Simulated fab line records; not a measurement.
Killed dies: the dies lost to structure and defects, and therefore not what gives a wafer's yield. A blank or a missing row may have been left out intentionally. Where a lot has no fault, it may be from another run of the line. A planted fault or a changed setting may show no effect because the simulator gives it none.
Which tool is to blame? + flow nand harc + 36 wafers from 12 lots sampled at 5 of the route's 1302 steps

WHAT EACH GAUGE READ, for each wafer
NHARC_HYBRID_BOND_OVL_MEAS_05. Usual: overlay x nm 3 nm, standard deviation 30; overlay y nm 1 nm, standard deviation 33.
| lot  | measured     | on         | overlay x nm (nm) | overlay y nm (nm) | flag |
|------|--------------|------------|-------------------|-------------------|------|
| L259 | day 24 01:35 | overlay-02 | -59 -1 27         | 38 -34 -66        |      |
| L262 | day 25 06:10 | overlay-01 | 5 -49 33          | -9 -60 -56        |      |
| L263 | day 25 06:10 | overlay-01 | 17 6 -41          | -81 23 38         |      |
| L266 | day 27 09:40 | overlay-02 | 2 55 34           | 53 -11 0          |      |
| L267 | day 27 15:22 | overlay-02 | -33 -30 -30       | 11 -7 -52         |      |
| L271 | day 28 01:47 | overlay-01 | -1 -16 42         | 42 6 -3           |      |
| L276 | day 30 19:09 | overlay-02 | -29 8 30          | 9 6 17            |      |
| L275 | day 30 19:09 | overlay-01 | 9 -32 27          | 7 -6 44           |      |
| L278 | day 31 15:13 | overlay-02 | 65 54 51          | -12 15 -26        |      |
| L280 | day 32 09:02 | overlay-02 | 41 44 18          | 13 -24 -57        |      |
| L282 | day 33 14:56 | overlay-01 | -12 -66 -23       | 8 -5 -9           |      |
| L281 | day 33 18:42 | overlay-01 | 7 1 28            | -20 -56 25        |      |

NHARC_END_SORT_01. Usual: defect limited yield 91.4 %, standard deviation 2.7; killed at array 53, standard deviation 18; killed at other 0.8, standard deviation 1.1; killed at periphery 4.1, standard deviation 2.7; killed dies 58, standard deviation 18; killed open 3.1, standard deviation 1.7; killed short 2.7, standard deviation 1.7; sort_bin_2_pct 3.0 %, standard deviation 1.2; sort_bin_3_pct 0.6 %, standard deviation 0.37; sort_bin_4_pct 4.9 %, standard deviation 1.5; sort n pass 619, standard deviation 18; sort rim yield pct 91 %, standard deviation 4.1; sort yield pct 91.4 %, standard deviation 2.7.
| lot  | measured     | on        | defect limited yield (%) | killed at array | killed at other | killed at periphery | killed dies | killed open | killed short | sort_bin_2_pct (%) | sort_bin_3_pct (%) | sort_bin_4_pct (%) | sort n pass | sort rim yield pct (%) | sort yield pct (%) | flag |
|------|--------------|-----------|--------------------------|-----------------|-----------------|---------------------|-------------|-------------|--------------|--------------------|--------------------|--------------------|-------------|------------------------|--------------------|------|
| L276 | day 31 13:26 | prober-02 | 95.1 95.4 95.9           | 26 30 23        | 5 0 5           | 2 1 0               | 33 31 28    | 4 2 1       | 3 7 3        | 2.1 1.5 2.1        | 0 0 0.1            | 2.8 3.1 1.9        | 644 646 649 | 93 95 91               | 95.1 95.4 95.9     |      |
| L275 | day 31 13:25 | prober-01 | 0 0 0                    | 60 91 72        | 616 583 603     | 1 3 2               | 677 677 677 | 4 3 4       | 4 4 2        | 94.7 91.1 93.4     | 0.6 0.7 1.6        | 4.7 8.1 5.0        | 0 0 0       | 0 0 0                  | 0 0 0              | OFF  |
| L278 | day 32 08:52 | prober-01 | 0 0 0                    | 89 71 70        | 583 605 603     | 5 1 4               | 677 677 677 | 1 4 3       | 0 2 1        | 90.7 93.5 92.2     | 0.7 0.6 0.9        | 8.6 5.9 6.9        | 0 0 0       | 0 0 0                  | 0 0 0              | OFF  |

EACH LOT AND THE TOOL THAT RAN IT (in order: tool; ch and the chambers of the sampled wafers; start)
| lot  | NHARC_A_BONDPAD_ETCH_12                       | NHARC_A_BONDPAD_PVD_17                  | NHARC_THIN_TSV_PVD_24        |
|------|-----------------------------------------------|-----------------------------------------|------------------------------|
| L259 | rie diel-13 ch 0,3, day 24 01:35 or earlier   | pvd sputter-03, day 24 01:35 or earlier | pvd sputter-03, day 24 09:49 |
| L262 | rie diel-06 ch 0,1, day 25 06:10 or earlier   | pvd sputter-01, day 25 06:10 or earlier | pvd sputter-02, day 25 15:22 |
| L263 | rie diel-06 ch 1,3, day 25 06:10 or earlier   | pvd sputter-02, day 25 06:10 or earlier | pvd sputter-02, day 25 18:04 |
| L266 | rie diel-12 ch 1,2,3, day 27 09:40 or earlier | pvd sputter-02, day 27 09:40 or earlier | pvd sputter-03, day 27 17:32 |
| L267 | rie diel-13 ch 1,2,3, day 27 15:22 or earlier | pvd sputter-01, day 27 15:22 or earlier | pvd sputter-03, day 27 23:23 |
| L271 | rie diel-06 ch 1,2,3, day 28 01:47 or earlier | pvd sputter-01, day 28 01:47 or earlier | pvd sputter-03, day 28 10:54 |
| L276 | rie diel-06 ch 1,2, day 30 19:09 or earlier   | pvd sputter-02, day 30 19:09 or earlier | pvd sputter-01, day 31 03:25 |
| L275 | rie diel-06 ch 1,3, day 30 19:09 or earlier   | pvd sputter-01, day 30 19:09 or earlier | pvd sputter-03, day 31 04:08 |
| L278 | rie diel-06 ch 0,1, day 31 15:13 or earlier   | pvd sputter-03, day 31 15:13 or earlier | pvd sputter-03, day 31 23:01 |
| L280 | rie diel-06 ch 0,1,3, day 32 09:02 or earlier | pvd sputter-02, day 32 09:02 or earlier | pvd sputter-02, day 32 16:53 |
| L282 | rie diel-06 ch 1,3, day 33 14:56 or earlier   | pvd sputter-03, day 33 14:56 or earlier | pvd sputter-03, day 33 23:10 |
| L281 | rie diel-06 ch 0,3, day 33 18:42 or earlier   | pvd sputter-03, day 33 18:42 or earlier | pvd sputter-02, day 34 02:47 |
- NHARC_A_BONDPAD_ETCH_12: etches the open film in CHF3/O2, target depth 220 nm, time 110 s.
- NHARC_A_BONDPAD_PVD_17: deposits TaN, target thk 5 nm, time 8.06 s.
- NHARC_THIN_TSV_PVD_24: deposits Al, target thk 800 nm.

WHAT THE TOOLS THEMSELVES READ (means of the sampled wafers that have a number; where no wafer has one, the mark that the record gives instead)
NHARC_A_BONDPAD_ETCH_12. Usual: drypump motor current A 5.8 A, standard deviation 0.5; o2 flow sccm 10.00 sccm, standard deviation 0.034; oes product au 0.942 a.u., standard deviation 0.02; rf vpp V 370.8 V, standard deviation 2.6; showerhead plenum p Torr 2.41 Torr, standard deviation 0.11; throttle valve pct 20.573 %, standard deviation 0.0097.
| lot  | tool        | drypump motor current A (A) | o2 flow sccm (sccm) | oes product au (a.u.) | rf vpp V (V) | showerhead plenum p Torr (Torr) | throttle valve pct (%) | flag |
|------|-------------|-----------------------------|---------------------|-----------------------|--------------|---------------------------------|------------------------|------|
| L259 | rie diel-13 | 5.5                         | 9.98                | 0.954                 | 369.5        | 2.32                            | 20.568                 |      |
| L262 | rie diel-06 | 5.3                         | 10.03               | 0.947                 | 370.2        | 2.38                            | 20.582                 |      |
| L263 | rie diel-06 | 5.6                         | 10.01               | 0.946                 | 371.6        | 2.44                            | 20.564                 |      |
| L266 | rie diel-12 | 6.0                         | 9.98                | 0.939                 | 369.7        | 2.35                            | 20.568                 |      |
| L267 | rie diel-13 | 5.7                         | 9.99                | 0.915                 | 369.8        | 2.37                            | 20.570                 |      |
| L271 | rie diel-06 | 5.9                         | 10.00               | 0.973                 | 373.2        | 2.48                            | 20.565                 |      |
| L276 | rie diel-06 | 5.8                         | 9.99                | 0.954                 | 374.3        | 2.52                            | 20.567                 |      |
| L275 | rie diel-06 | 5.6                         | 10.01               | 0.976                 | 372.4        | 2.44                            | 20.577                 |      |
| L278 | rie diel-06 | 5.3                         | 9.96                | 0.958                 | 370.3        | 2.38                            | 20.568                 |      |
| L280 | rie diel-06 | 5.7                         | 10.01               | 0.979                 | 370.3        | 2.38                            | 20.577                 |      |
| L282 | rie diel-06 | 5.6                         | 10.02               | 0.958                 | 371.2        | 2.44                            | 20.574                 |      |
| L281 | rie diel-06 | 6.1                         | 10.01               | 0.959                 | 370.4        | 2.39                            | 20.577                 |      |

NHARC_A_BONDPAD_PVD_17. Usual: bias v 168.8 V, standard deviation 1.8; cathode dc power W 15000 W, standard deviation 2.6; throttle valve pct 29.9 %, standard deviation 1.1.
| lot  | tool           | bias v (V) | cathode dc power W (W) | throttle valve pct (%) | flag |
|------|----------------|------------|------------------------|------------------------|------|
| L259 | pvd sputter-03 | 170.2      | 15001                  | 29.2                   |      |
| L262 | pvd sputter-01 | 169.6      | 15001                  | 31.0                   |      |
| L263 | pvd sputter-02 | 169.0      | 15000                  | 29.6                   |      |
| L266 | pvd sputter-02 | 170.0      | 15000                  | 28.7                   |      |
| L267 | pvd sputter-01 | 168.2      | 14999                  | 31.1                   |      |
| L271 | pvd sputter-01 | 170.4      | 15000                  | 31.2                   |      |
| L276 | pvd sputter-02 | 169.0      | 14997                  | 29.4                   |      |
| L275 | pvd sputter-01 | 169.0      | 15001                  | 31.2                   |      |
| L278 | pvd sputter-03 | 169.9      | 15002                  | 28.5                   |      |
| L280 | pvd sputter-02 | 168.5      | 15000                  | 29.6                   |      |
| L282 | pvd sputter-03 | 168.9      | 15000                  | 28.3                   |      |
| L281 | pvd sputter-03 | 168.6      | 14998                  | 29.0                   |      |

THE ANSWER, worked out from the rows above alone
Rule: lot off if the mean of its wafers having a number is beyond 3 standard deviations from the usual mean. Also off: a lot with no number at a reading for which 4 or more lots have one. Where the step has rows for the other lots, those lots are counted as sound. After the gauges, taken in route order, come the tools' own readings; for these a lot's mean is taken, as printed above. At the first step where some lot is off, the reading lying furthest off is the one used; lots without a number count as furthest.
Off: L275, L278 (NHARC_END_SORT_01, killed at other). Neither off nor sound, because the step has no rows for them: L259, L262, L263, L266, L267, L271, L280, L282, L281.
If a tool, at a process step before that reading, ran all the lots that are off and no sound lot after the first of them, it fits. The gauges at NHARC_END_SORT_01 are tried like those tools. NHARC_A_BONDPAD_ETCH_12 gives no start for some lots, so the hours and the order of its lots are those of NHARC_HYBRID_BOND_OVL_MEAS_05. NHARC_A_BONDPAD_PVD_17 gives no start for some lots, so the hours and the order of its lots are those of NHARC_HYBRID_BOND_OVL_MEAS_05. Can't be told from this: 3 tools fit, rie diel-06 at NHARC_A_BONDPAD_ETCH_12, pvd sputter-03 at NHARC_THIN_TSV_PVD_24, prober-01 at NHARC_END_SORT_01.

WHAT THE SIMULATOR PUT IN
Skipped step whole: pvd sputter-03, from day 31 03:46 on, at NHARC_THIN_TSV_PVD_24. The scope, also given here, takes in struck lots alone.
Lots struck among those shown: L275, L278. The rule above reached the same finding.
